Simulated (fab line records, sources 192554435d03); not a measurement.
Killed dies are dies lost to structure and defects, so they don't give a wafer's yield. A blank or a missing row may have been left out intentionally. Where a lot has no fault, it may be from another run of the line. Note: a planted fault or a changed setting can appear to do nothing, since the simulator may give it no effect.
fab line records	flow n5Finfet
[record] lots = 9	wafers = 27	lastDay = 18
route steps=1938 shown FIN_SAQP@146 FIN_CUT@167 BEOL_M4@1111 PASSIVATION@1936
lots that met no fault: taken from a fault-free run of the same line
startH: start of the lot's first displayed wafer, in hours after the record's first day	waitH: hours elapsed since this lot's preceding step	" unchanged from the row above	L1.1+2: several wafers, shown together as one row	- either no value or no given start	* or withheld: withheld	< > ~ a bound
route shown NAME@n: a module of which the file shows steps, and the number in the route of the first	usual: mean/standard deviation taken from wafers without a fault	same: alike in all rows	chamber/n: place in a boat	sites: per-site readings	_std_site: standard deviation across them	_edge_site: outer sites' mean less inner sites'	radiusMm: for every site, how far away it sits from the centre of the wafer	mask NAME#n: copy n	behind: tool/chamber where the wafer was last shaped	hold: why the lot was held/for how many hours/how that ended	device: which transistor (n, p or np) failed to switch	end of line: tests of these same wafers at the route's end	a step with no rows: only its recipe	killed: at the first sort, the dies lost to defects and structure; wafer yield is something else	map: dies across one wafer; x = killed, . = not, _ = none there
set.NAME: setting as actually run; set.NAME@STEP: the setting as run at that earlier step	model.NAME: the simulator's own value behind a step, which no gauge read
one table for each step of the route and one row for each wafer, over a sample of lots
services: a tool's chamber out of use, with start hour (startH, from the record's first day; less than 0 if before it), hours out, and reason
[[steps]]
[step N5_FIN_SAQP_ETCH_64]
[recipe] chemistry = CF4	target = SiO2	targetDepthA = 15	ionEnergyEv = 350	pressureMtorr = 10	icpW = 800	biasW = 400	cf4FlowSccm = 80
[usual] biasW = 400.0/1.1	cf4FlowSccm = 79.99/0.24	drypumpMotorCurrentA = 5.5/0.61	oesProductAu = 1.009/0.023	throttleValvePct = 21.79/0.28
lot.wafer	tool	chamber	startH	waitH	biasW	cf4FlowSccm	drypumpMotorCurrentA	oesProductAu	rfHoursCounterH	throttleValvePct
L958.4	rieSi-05	2	25.65	0.0	401.2	80.18	6.3	1.042	-	21.55
L958.5	"	0	"	"	398.9	80.27	5.6	1.007	-	21.76
L958.6	"	1	"	"	399.8	80.14	4.9	0.979	-	22.37
L960.2	rieSi-05	2	39.31	0.0	400.1	79.80	6.3	1.027	141	21.55
L960.3	"	3	"	"	398.9	79.97	5.7	1.002	1	21.41
L960.4	"	1	"	"	398.8	79.91	4.9	0.991	2	22.38
L962.1	rieSi-04	3	49.66	0.0	399.5	79.87	4.7	0.988	109	21.80
L962.2	"	1	"	"	399.4	79.51	5.8	1.044	30	21.88
L962.4	"	2	"	"	396.8	79.66	4.7	1.034	137	22.03
L963.1	rieSi-03	1	58.93	0.0	401.9	79.78	6.0	0.992	5	21.65
L963.3	"	2	"	"	399.5	79.64	4.9	0.966	13	21.80
L963.4	"	0	"	"	401.1	79.88	5.9	1.057	128	21.39
L966.1	rieSi-05	0	74.11	0.0	397.6	79.94	5.6	1.000	93	21.75
L966.4	"	3	"	"	400.7	79.61	5.7	1.004	1	21.42
L966.5	"	1	"	"	402.4	79.90	4.9	0.986	-	22.39
L972.1	rieSi-05	3	110.52	0.0	401.3	79.94	5.7	1.012	2	21.40
L972.2	"	0	"	"	401.3	80.60	5.5	1.008	93	21.76
L972.5	"	2	"	"	400.3	79.80	6.4	1.048	-	21.54
L973.3	rieSi-03	2	116.59	0.0	400.7	79.74	5.0	0.975	14	21.80
L973.5	"	3	"	"	399.5	79.88	6.0	0.990	-	21.89
L973.6	"	2	"	"	401.2	79.89	5.0	0.965	-	21.80
L975.2	rieSi-04	2	127.53	0.0	402.4	80.20	4.7	1.040	138	22.03
L975.3	"	0	"	"	400.1	80.06	6.3	1.003	189	21.62
L975.5	"	1	"	"	398.1	80.16	5.8	1.034	-	21.88
L981.3	rieSi-05	3	165.52	0.0	399.1	80.05	5.6	0.992	3	21.40
L981.4	"	2	"	"	397.8	79.68	6.4	1.032	143	21.55
L981.6	"	2	"	"	397.6	80.07	6.3	1.026	-	21.53
[step N5_FIN_SAQP_CD_MEAS_37]
[recipe] targetCdNm = 8	polarity = line
[usual] cdNm = 8.1/0.31
lot.wafer	tool	chamber	startH	waitH	cdNm
L958.4	cdSem-01	-	25.79	0.0	8.1
L958.5	"	-	"	"	7.7
L958.6	"	-	"	"	8.6
L960.2	cdSem-03	-	39.45	0.1	7.9
L960.3	"	-	"	"	7.8
L960.4	"	-	"	"	8.1
L962.1	cdSem-02	-	49.80	0.1	8.0
L962.2	"	-	"	"	8.2
L962.4	"	-	"	"	8.3
L963.1	cdSem-02	-	59.06	0.1	8.2
L963.3	"	-	"	"	7.9
L963.4	"	-	"	"	8.3
L966.1	cdSem-02	-	74.25	0.1	8.9
L966.4	"	-	"	"	8.1
L966.5	"	-	"	"	8.4
L972.1	cdSem-01	-	110.66	0.1	8.0
L972.2	"	-	"	"	8.3
L972.5	"	-	"	"	8.8
L973.3	cdSem-02	-	116.75	0.1	8.0
L973.5	"	-	"	"	7.7
L973.6	"	-	"	"	8.1
L975.2	cdSem-02	-	127.67	0.1	7.9
L975.3	"	-	"	"	8.3
L975.5	"	-	"	"	8.1
L981.3	cdSem-02	-	165.67	0.1	8.1
L981.4	"	-	"	"	8.0
L981.6	"	-	"	"	7.8
[step N5_FIN_CUT_ETCH_30]
[recipe] chemistry = N2/H2	target = underlayer	targetDepthA = 130	maskMaterial = CAR-EUV	timeS = 10.4	ionEnergyEv = 200	pressureMtorr = 30	sourceW = 840	biasW = 150	n2FlowSccm = 200	h2FlowSccm = 200	ends = cleared
[usual] biasW = 150.0/0.45	chamberPressureMTorr = 30.00/0.03	drypumpMotorCurrentA = 5.7/0.52	etchRfOnTimeS = 10.4/0.37	oesProductAu = 0.65/0.061	rfVppV = 524.1/2.6	showerheadPlenumPTorr = 2.55/0.093	throttleValvePct = 17.77/0.28
lot.wafer	tool	chamber	startH	waitH	biasW	chamberPressureMTorr	drypumpMotorCurrentA	etchRfOnTimeS	oesProductAu	rfHoursCounterH	rfVppV	showerheadPlenumPTorr	throttleValvePct
L958.4	rieDiel-04	3	26.51	0.0	150.5	29.99	5.9	11.1	0.60	185	520.1	2.42	17.74
L958.5	"	2	"	"	149.8	30.01	4.9	10.4	0.65	-	526.6	2.64	17.65
L958.6	"	3	"	"	150.8	30.03	5.9	11.0	0.60	-	521.6	2.42	17.74
L960.2	rieDiel-04	1	40.25	0.0	150.0	29.97	6.2	10.6	0.64	153	525.5	2.67	17.66
L960.3	"	3	"	"	149.6	29.99	5.9	11.1	0.59	189	521.5	2.41	17.75
L960.4	"	0	"	"	150.0	30.00	5.3	10.7	0.66	107	527.0	2.68	17.79
L962.1	rieDiel-06	1	50.39	0.0	151.5	30.03	5.4	10.2	0.78	17	523.9	2.58	17.12
L962.2	"	3	"	"	150.6	30.03	5.2	10.0	0.66	128	520.9	2.46	18.01
L962.4	"	0	"	"	150.1	29.99	5.9	10.5	0.64	154	525.6	2.67	18.09
L963.1	rieDiel-02	0	59.79	0.0	149.9	30.03	6.4	9.7	0.61	227	525.3	2.61	17.73
L963.3	"	3	"	"	149.9	30.00	6.4	11.3	0.61	152	523.7	2.56	17.87
L963.4	"	1	"	"	149.6	30.02	5.1	10.3	0.61	188	524.4	2.63	17.58
L966.1	rieDiel-06	0	75.03	0.0	150.5	30.07	5.9	10.5	0.64	163	527.9	2.66	18.10
L966.4	"	3	"	"	150.1	29.98	5.2	10.3	0.64	-	520.6	2.46	18.00
L966.5	"	1	"	"	150.3	30.01	5.4	10.2	0.76	-	525.8	2.57	17.14
L972.1	rieDiel-04	1	111.40	0.0	150.1	30.00	6.3	10.4	0.64	175	525.4	2.66	17.69
L972.2	"	3	"	"	149.8	29.94	5.9	10.8	0.60	212	519.5	2.41	17.80
L972.5	"	1	"	"	150.2	29.97	6.2	10.5	0.63	-	524.4	2.66	17.71
L973.3	rieDiel-06	3	117.49	0.0	149.7	30.03	5.2	10.1	0.64	152	519.4	2.45	18.06
L973.5	"	2	"	"	149.7	30.00	6.2	10.0	0.81	-	522.5	2.48	17.77
L973.6	"	1	"	"	150.1	29.99	5.4	10.2	0.74	-	524.1	2.57	17.14
L975.2	rieDiel-04	3	128.43	0.0	150.5	29.97	5.9	10.8	0.59	217	519.3	2.40	17.80
L975.3	"	0	"	"	150.1	30.04	5.3	10.6	0.64	136	528.4	2.67	17.86
L975.5	"	0	"	"	150.0	30.02	5.3	10.6	0.64	-	524.8	2.67	17.86
L981.3	rieDiel-04	3	166.25	0.0	150.1	29.95	5.9	11.2	0.58	230	520.8	2.40	17.81
L981.4	"	1	"	"	149.7	29.99	6.3	10.5	0.62	193	524.3	2.65	17.75
L981.6	"	2	"	"	149.2	30.05	4.9	10.4	0.64	-	526.1	2.62	17.72
[step N5_FIN_CUT_CUT_ETCH_28]
[recipe] chemistry = HBr/Cl2/O2	target = Si	targetDepthA = 60	maskMaterial = SOC	timeS = 2.4	ionEnergyEv = *	biasW = *	pressureMtorr = 10	icpW = 800	HBr_flow_sccm = 150	Cl2_flow_sccm = 80	O2_flow_sccm = 12
[usual] HBr_flow_sccm = 150.0/0.49	O2_flow_sccm = 12.00/0.039	drypumpMotorCurrentA = 5.7/0.4	oesProductAu = 0.997/0.017	throttleValvePct = 37.4/0.45	timeS = 2.4/0
lot.wafer	tool	chamber	startH	waitH	HBr_flow_sccm	O2_flow_sccm	drypumpMotorCurrentA	oesProductAu	rfHoursCounterH	throttleValvePct	timeS
L958.4	rieSi-02	1	27.16	0.0	149.0	11.97	5.6	0.997	79	38.2	2.4
L958.5	"	0	"	"	149.9	11.98	5.8	1.033	-	37.3	2.4
L958.6	"	3	"	"	149.5	11.98	6.2	0.982	-	37.6	2.4
L960.2	rieSi-06	0	40.90	0.0	150.7	11.99	5.2	0.985	101	37.2	2.4
L960.3	"	3	"	"	149.6	12.05	5.9	0.999	19	36.9	2.4
L960.4	"	1	"	"	149.9	12.04	5.9	1.000	128	36.5	2.4
L962.1	rieSi-02	2	51.04	0.0	-	-	-	-	-	-	-
L962.2	"	1	"	"	-	-	-	-	-	-	-
L962.4	"	1	"	"	-	-	-	-	-	-	-
L963.1	rieSi-06	0	60.44	0.0	-	-	-	-	-	-	-
L963.3	"	1	"	"	-	-	-	-	-	-	-
L963.4	"	2	"	"	-	-	-	-	-	-	-
L966.1	rieSi-02	1	75.68	0.0	149.6	12.02	5.6	0.989	80	38.3	2.4
L966.4	"	0	"	"	150.4	12.02	5.8	1.030	88	37.3	2.4
L966.5	"	3	"	"	150.5	12.01	6.2	0.976	-	37.6	2.4
L972.1	rieSi-01	1	112.06	0.0	150.3	12.02	6.6	1.006	138	37.7	2.4
L972.2	"	0	"	"	150.1	12.07	5.2	0.972	96	36.8	2.4
L972.5	"	2	"	"	150.1	12.03	5.1	1.020	-	37.0	2.4
L973.3	rieSi-02	3	118.14	0.0	149.6	12.02	6.2	0.978	25	37.6	2.4
L973.5	"	2	"	"	149.3	12.07	5.6	1.009	-	37.2	2.4
L973.6	"	3	"	"	149.2	11.98	6.2	0.976	-	37.6	2.4
L975.2	rieSi-02	0	129.08	0.0	150.3	12.00	5.8	1.029	89	37.3	2.4
L975.3	"	3	"	"	150.2	11.96	6.2	0.980	25	37.6	2.4
L975.5	"	3	"	"	149.7	11.94	6.2	0.977	-	37.6	2.4
L981.3	rieSi-02	3	167.18	0.0	149.5	12.02	6.2	0.985	26	37.6	2.4
L981.4	"	1	"	"	150.0	12.07	5.6	0.983	82	38.3	2.4
L981.6	"	2	"	"	150.2	12.02	5.6	1.004	-	37.2	2.4
[step N5_BEOL_M4_RC_MEAS_101]
[usual] DIBL_N = 37.0/2.3	DIBL_P = 37.3/2.8	IOFF_N = 0.17/0.046	IOFF_P = 0.23/0.054	ION_N = 675/14	ION_P = 460/9.3	SS_N = 71.7/0.73	SS_P = 73.6/0.95	VT_N = 249/3.9	VT_P = -250/3.9
lot.wafer	tool	chamber	startH	waitH	DIBL_N[mV/V]	DIBL_P[mV/V]	IOFF_N[nA/um]	IOFF_P[nA/um]	ION_N[uA/um]	ION_P[uA/um]	SS_N[mV/dec]	SS_P[mV/dec]	VT_N[mV]	VT_P[mV]
L958.4	prober-02	0	167.30	0.5	40.3	40.9	0.23	0.31	680	471	72.2	74.8	243	-246
L958.5	"	0	"	"	37.1	35.4	0.15	0.21	676	464	71.3	73.7	251	-251
L958.6	"	0	"	"	43.8	44.8	0.36	0.42	712	478	73.7	76.2	240	-243
L960.2	prober-02	0	173.38	0.2	39.7	40.0	0.23	0.29	673	460	72.5	74.6	247	-249
L960.3	"	0	"	"	36.8	37.0	0.16	0.21	670	462	71.8	74.2	250	-252
L960.4	"	0	"	"	33.8	34.2	0.13	0.18	662	458	71.0	72.5	250	-252
L966.1	prober-01	0	221.92	0.0	38.9	41.4	0.20	0.29	679	467	71.3	74.8	248	-246
L966.4	"	0	"	"	37.5	38.2	0.16	0.23	682	470	72.1	74.1	249	-250
L966.5	"	0	"	"	38.8	40.7	0.21	0.28	691	474	72.2	74.7	248	-246
L973.3	prober-01	0	275.61	0.3	36.8	37.9	0.16	0.22	677	459	71.4	72.9	249	-250
L973.5	"	0	"	"	39.9	41.1	0.19	0.27	679	466	72.4	74.2	248	-249
L973.6	"	0	"	"	36.6	36.6	0.16	0.19	673	457	71.0	73.1	248	-252
L972.1	prober-01	0	280.83	0.0	34.0	32.0	0.10	0.16	656	456	70.8	72.3	256	-253
L972.2	"	0	"	"	40.2	40.6	0.21	0.31	663	458	73.1	74.7	250	-247
L972.5	"	0	"	"	38.4	38.3	0.18	0.26	656	453	73.0	74.2	247	-249
L975.2	prober-02	0	286.35	0.2	33.5	30.7	0.10	0.13	640	440	71.0	72.3	257	-258
L975.3	"	0	"	"	36.2	35.0	0.14	0.18	664	452	71.2	73.1	250	-254
L975.5	"	0	"	"	37.3	35.0	0.16	0.18	666	448	72.1	73.3	250	-253
L981.3	prober-01	0	318.13	0.3	37.3	38.5	0.16	0.18	675	450	72.0	74.2	252	-257
L981.4	"	0	"	"	37.0	38.7	0.17	0.18	675	449	71.9	73.9	251	-256
L981.6	"	0	"	"	33.1	34.3	0.10	0.13	656	445	70.3	72.1	256	-258
[step N5_PASSIVATION_PROBE_49]
[usual] defectLimitedYield = 91.5/1.3	killed_at_M0_to_M3 = 36/10	killed_at_M4_up = 13/4.7	killedAtContacts = 13/6.7	killedAtFrontEnd = 37/9.7	killedAtOther = 2.6/2.3	killedDies = 101/15	killedOnRim = 14/4.3	killedOpen = 67/12	killedShort = 32/6.7	sort_bin_4_leakage = 0.0/0.31	sort_bin_5_function = 5.0/0.89	sort_bin_6_memory = 3.2/0.63	sort_bin_8_speed = 0.01/0.03	sortNPass = 1079/16	sortYieldPct = 91.4/1.4
[same] grossDies = 1180	killedAtBackSide = 0
lot.wafer	tool	chamber	startH	waitH	defectLimitedYield[%]	killed_at_M0_to_M3	killed_at_M4_up	killedAtContacts	killedAtFrontEnd	killedAtOther	killedDies	killedOnRim	killedOpen	killedShort	sort_bin_4_leakage[%]	sort_bin_5_function[%]	sort_bin_6_memory[%]	sort_bin_8_speed[%]	sortNPass	sortYieldPct[%]
L960.2	prober-01	-	274.59	0.1	93.1	25	15	13	28	0	81	7	52	28	0	3.1	3.5	0	1099	93.1
L960.3	prober-01	-	274.64	0.1	92.0	22	15	16	38	3	94	10	60	32	0	4.7	2.7	0	1086	92.0
L960.4	prober-01	-	274.69	0.2	91.8	28	11	21	33	4	97	14	69	28	0	4.4	3.5	0	1083	91.8
L962.1	prober-01	-	312.98	0.0	0	28	8	17	1122	5	1180	152	70	25	0	96.6	3.3	0	0	0
L962.2	prober-01	-	313.03	0.1	0	27	9	15	1124	5	1180	152	57	25	0	97.1	2.7	0	0	0
L962.4	prober-01	-	313.13	0.2	0	30	17	8	1123	2	1180	152	54	26	0	97.2	2.7	0	0	0
L963.1	prober-02	-	313.49	0.0	0	29	16	11	1123	1	1180	152	55	31	0	96.9	2.7	0	0	0
L963.3	prober-02	-	313.59	0.1	0	45	2	9	1121	3	1180	152	59	34	0	96.8	3.0	0	0	0
L963.4	prober-02	-	313.64	0.2	0	38	9	6	1124	3	1180	152	53	42	0	97.3	2.3	0	0	0
L966.1	prober-01	-	343.90	0.0	92.8	34	10	18	23	0	85	9	55	29	0	4.5	2.4	0.08	1095	92.8
L966.4	prober-01	-	344.05	0.2	92.7	36	12	15	21	2	86	9	57	29	0	3.9	2.9	0	1094	92.7
L966.5	prober-01	-	344.10	0.2	90.8	44	13	25	24	2	108	19	76	32	0	5.0	3.8	0	1072	90.8
// killed by level:class
L960.2 MOL_CONTACT_COAG:geometricParticle:open=11 BEOL_M0_SAQP:geometricParticle:short=10 BEOL_M4:geometricParticle:open=7 STI_FIN_REVEAL:geometricParticle:open=6 FIN_SAQP:geometricParticle:short=5 BEOL_M3:geometricParticle:open=4 STARTING-WAFER:geometricParticle:open=4 GATE_CUT:geometricParticle:short=3
L960.3 MOL_CONTACT_COAG:geometricParticle:open=12 FIN_SAQP:geometricParticle:short=10 BEOL_M2:geometricParticle:open=8 STI_FIN_REVEAL:geometricParticle:open=6 BEOL_M4:geometricParticle:open=6 DUMMY_GATE:geometricParticle:open=4 MOL_CONTACT_COAG:geometricParticle:short=4 GATE_CUT:geometricParticle:open=3
L960.4 MOL_CONTACT_COAG:geometricParticle:open=13 STI_FIN_REVEAL:geometricParticle:open=8 MOL_CONTACT_COAG:geometricParticle:short=8 FIN_SAQP:geometricParticle:open=6 BEOL_M2:geometricParticle:open=6 DUMMY_GATE:geometricParticle:open=5 BEOL_M0_SAQP:geometricParticle:open=5 BEOL_M1:geometricParticle:open=5
L962.1 FIN_CUT:areaEtch=1085 MOL_CONTACT_COAG:geometricParticle:open=14 STI_FIN_REVEAL:geometricParticle:open=10 BEOL_M3:geometricParticle:open=9 BEOL_M0_SAQP:geometricParticle:open=5 BEOL_M1:geometricParticle:open=5 FIN_SAQP:geometricParticle:open=4 STARTING-WAFER:geometricParticle:short=4
L962.2 FIN_CUT:areaEtch=1097 MOL_CONTACT_COAG:geometricParticle:open=11 FIN_SAQP:geometricParticle:open=8 BEOL_M1:geometricParticle:open=7 BEOL_M3:geometricParticle:open=7 FIN_SAQP:geometricParticle:short=5 STI_FIN_REVEAL:geometricParticle:open=5 MOL_CONTACT_COAG:geometricParticle:short=4
L962.4 FIN_CUT:areaEtch=1098 BEOL_M1:geometricParticle:open=10 MOL_CONTACT_COAG:geometricParticle:open=7 BEOL_M3:geometricParticle:open=7 BEOL_M4:geometricParticle:open=6 FIN_SAQP:geometricParticle:short=5 GATE_CUT:geometricParticle:short=5 BEOL_M2:geometricParticle:open=5
L963.1 FIN_CUT:areaEtch=1094 BEOL_M0_SAQP:geometricParticle:short=16 MOL_CONTACT_COAG:geometricParticle:open=10 BEOL_M0_SAQP:geometricParticle:open=8 BEOL_M4:geometricParticle:open=5 BEOL_M6:geometricParticle:open=4 STI_FIN_REVEAL:geometricParticle:open=4 DUMMY_GATE:geometricParticle:short=4
L963.3 FIN_CUT:areaEtch=1085 BEOL_M0_SAQP:geometricParticle:open=13 BEOL_M0_SAQP:geometricParticle:short=12 BEOL_M3:geometricParticle:open=10 FIN_SAQP:geometricParticle:short=8 STI_FIN_REVEAL:geometricParticle:open=8 FIN_SAQP:geometricParticle:open=5 DUMMY_GATE:geometricParticle:open=5
L963.4 FIN_CUT:areaEtch=1084 BEOL_M0_SAQP:geometricParticle:short=15 BEOL_M0_SAQP:geometricParticle:open=13 STI_FIN_REVEAL:geometricParticle:open=9 DUMMY_GATE:geometricParticle:short=6 DUMMY_GATE:geometricParticle:open=5 MOL_CONTACT_COAG:geometricParticle:open=5 STARTING-WAFER:geometricParticle:open=4
L966.1 MOL_CONTACT_COAG:geometricParticle:open=14 BEOL_M0_SAQP:geometricParticle:short=10 BEOL_M0_SAQP:geometricParticle:open=7 BEOL_M3:geometricParticle:open=6 STI_FIN_REVEAL:geometricParticle:open=4 GATE_CUT:geometricParticle:short=4 MOL_CONTACT_COAG:geometricParticle:short=4 BEOL_M0:geometricParticle:open=4
L966.4 MOL_CONTACT_COAG:geometricParticle:open=13 BEOL_M0_SAQP:geometricParticle:open=10 BEOL_M0_SAQP:geometricParticle:short=8 BEOL_M4:geometricParticle:open=7 DUMMY_GATE:geometricParticle:open=5 BEOL_M3:geometricParticle:open=4 BEOL_M1:geometricParticle:open=3 BEOL_M2:geometricParticle:open=3
L966.5 MOL_CONTACT_COAG:geometricParticle:open=22 BEOL_M0_SAQP:geometricParticle:open=13 BEOL_M0_SAQP:geometricParticle:short=11 BEOL_M3:geometricParticle:open=11 DUMMY_GATE:geometricParticle:open=4 STARTING-WAFER:geometricParticle:open=4 FIN_SAQP:geometricParticle:short=3 GATE_CUT:geometricParticle:short=3
[[services]]
tool	chamber	startH	hours	kind
rieDiel-06	3	10.86	14.6	repair
rieSi-05	2	14.19	3.7	repair
rieSi-05	3	16.40	13.6	repair
rieSi-06	-	31.40	0.2	repair
rieSi-01	-	41.38	15.6	pm
rieSi-02	3	50.73	5.0	repair
rieDiel-02	-	56.31	0.1	repair
rieDiel-06	2	58.45	-	clean
rieDiel-06	2	58.45	-	consumableReplace:focusRing
rieDiel-06	2	58.45	18.1	scheduledDown
rieDiel-06	2	58.45	18.1	ventCycle
rieSi-03	0	68.72	12.9	repair
rieSi-06	0	89.52	1.2	repair
rieDiel-04	2	105.53	3.5	repair
rieDiel-02	0	133.14	-	clean
rieDiel-02	0	133.14	-	consumableReplace:focusRing
rieDiel-02	0	133.14	16.0	scheduledDown
rieDiel-02	0	133.14	16.0	ventCycle
rieSi-01	1	133.49	2.0	repair
rieDiel-04	2	140.05	19.5	repair
rieSi-02	-	146.73	2.8	pm
rieSi-01	3	161.33	11.2	repair
rieSi-05	1	162.07	3.3	repair
[[key]]
[firstSign] step = N5_FIN_CUT_CUT_ETCH_28	reading = toolRecord	direction = missing
[effect] step = N5_PASSIVATION_PROBE_49	reading = killedAtFrontEnd	direction = up	sigmas = 99+	usual = 37	struck = 1123
[moreKillsBornAt] N5_FIN_CUT_CUT_ETCH_28@rieSi-02 = 3280	N5_FIN_CUT_CUT_ETCH_28@rieSi-06 = 3260
metAt N5_FIN_CUT_CUT_ETCH_28
struckLots L962,L963
laterRowsLeftOut L962.1,L962.2,L962.4,L963.1,L963.3,L963.4
notActingAt N5_FIN_SAQP_ETCH_64,N5_FIN_SAQP_CD_MEAS_37,N5_FIN_CUT_ETCH_30
onsetBetween 40.90 51.04
[fault] kind = skippedStepWhole	tool = rieSi-02,rieSi-06	chamber = -	onsetH = 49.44	steps = N5_FIN_CUT_CUT_ETCH_28	scope = struckLotsOnly
// laterRowsLeftOut: the simulator's readings of these wafers behind a module that went badly wrong aren't trusted and aren't shown, but for the sort
